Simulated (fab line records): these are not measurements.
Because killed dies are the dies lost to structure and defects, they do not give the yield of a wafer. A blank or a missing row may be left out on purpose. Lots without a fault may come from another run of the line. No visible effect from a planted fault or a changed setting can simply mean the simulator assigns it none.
Problem report, 8D (eight disciplines) form, completed by code / flow nand-harc / the parts of the form that need people (team, actions taken, sign-off) are left out

## 1. WHAT IS WRONG
Wafers without a fault read 200.3 nm with a standard deviation of 1.6, while thk-nm at NHARC_A_BONDPAD_THK_MEAS_30 averages 149.2 nm across 2 wafers of 1 lot. Measured from the usual mean, that is -32 standard deviations.
The step: measures by ellipsometry.
First observed at day 27 01:35: wafer L622.4, on film-metro-01. The record has a number at this step for 15 wafers belonging to 5 lots. Rule for "out" (also "out of limits"): further than 4 standard deviations from the usual mean. Any other wafer with a number is counted as sound.

## 2. WHAT IT IS, AND WHAT IT ISN'T
question=which readings at this step | is=thk-nm | is not=-
question=which lots | is=L622 | is not=L616, L627, L634, L635
question=which wafers of those lots | is=L622.4, L622.6 | is not=L622.5
question=read on which gauges | is=film-metro-01 | is not=film-metro-02
question=when | is=from day 27 01:35 | is not=up to then (4 sound wafers); but 9 sound wafers of L627, L634, L635 came after

## 3. SUSPECTS, AND WHAT RULES EACH OUT
Counting: a tool at a process step up to the reading stays a suspect if it ran every lot that is out. Sound lots after the first of them don't rule it out here, since some wafers of a struck lot are sound.
- the gauge at NHARC_A_BONDPAD_THK_MEAS_30: kept. All the wafers that are out were read on film-metro-01, and no step on other tools shows them out.
- pvd-sputter-01 at NHARC_A_M1_PRE_CLEAN_30 (time 30 s): kept. It ran the lot that is out, L622 (day 26 23:34). With no start given for some of its lots, NHARC_A_M1_PRE_CLEAN_30 uses the hours and lot order of NHARC_A_M1_ANNEAL_31.
- pvd-sputter-01 at NHARC_A_M1_PVD_21 (deposits Cu, target thk 30 nm, time 20.49 s): kept. It ran the lot that is out, L622 (day 26 23:34). With no start given for some of its lots, NHARC_A_M1_PVD_21 uses the hours and lot order of NHARC_A_M1_ANNEAL_31.
- rtp-anneal-02 at NHARC_A_M1_ANNEAL_31 (time 90 s): kept. It ran the lot that is out, L622 (day 26 23:34).
- pecvd-04 at NHARC_A_M1_DEP_33 (deposits SiCN, target thk 30 nm): kept. L622, the lot that is out, went through it at day 27 00:30; up to then, the latest sound lot through it was L616 at day 24 21:01.
- pecvd-01 at NHARC_A_BONDPAD_DEP_00 (deposits SiCN, target thk 250 nm): kept. L622, the lot that is out, went through it at day 27 01:04; up to then, the latest sound lot through it was L616 at day 24 21:34.
- cmp-04 at NHARC_A_BONDPAD_CMP_29 (polishes SiCN, target thk 200 nm): kept. It ran the lot that is out, L622 (day 27 01:22).
- Within pecvd-04 at NHARC_A_M1_DEP_33: the wafers that are out ran in chambers 1, 2; their sound lot-mates ran in chamber 0.
- Within pecvd-01 at NHARC_A_BONDPAD_DEP_00: the wafers that are out ran in chambers 1, 2; their sound lot-mates ran in chamber 0.
- The sound lot-mates ran in chamber 2 of cmp-04 at NHARC_A_BONDPAD_CMP_29, but the wafers that are out ran in chamber 3.
Left after counting: pvd-sputter-01 at NHARC_A_M1_PRE_CLEAN_30, pvd-sputter-01 at NHARC_A_M1_PVD_21, rtp-anneal-02 at NHARC_A_M1_ANNEAL_31, pecvd-04 at NHARC_A_M1_DEP_33, pecvd-01 at NHARC_A_BONDPAD_DEP_00, cmp-04 at NHARC_A_BONDPAD_CMP_29, film-metro-01 at NHARC_A_BONDPAD_THK_MEAS_30.

## 4. THE CAUSE (what the simulator had put in)
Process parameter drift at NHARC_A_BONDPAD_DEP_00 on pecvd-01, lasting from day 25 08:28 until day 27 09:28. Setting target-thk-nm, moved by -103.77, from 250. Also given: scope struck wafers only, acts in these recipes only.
7 suspects survive the count, and this tool is in that group.

## 5. SEQUENCE OF EFFECTS, ordered by route
Each row: a reading where the mean over the struck wafers with a number is more than 3 standard deviations away from the usual. Only readings whose record carries a usual standard deviation are examined. hours: median over the lots of the time between each lot's start at the first step of this table that gives one and its start at this step. sigmas: the change, counted in usual standard deviations.
hours=0; step=NHARC_A_BONDPAD_THK_MEAS_30; reading=thk-nm; usual=200.3 nm; on struck wafers=149.2; change=-51.1; sigmas=-32

## 6. HOW IT WOULD HAVE BEEN CAUGHT EARLIER
41 hours passed between the start of the fault at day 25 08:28 and the first reading out of limits at a measuring or inspecting step in this record, taken at day 27 01:35.
An alarm limit of 4 standard deviations would not have fired on the tool readings at NHARC_A_BONDPAD_DEP_00 for which the record gives a usual standard deviation, since none of them was out on any struck wafer.
Each of the lots that are out, 1 in all, had begun NHARC_A_BONDPAD_DEP_00 on pecvd-01 no later than day 27 01:35. Tool hold at that time: it would have spared none of them.
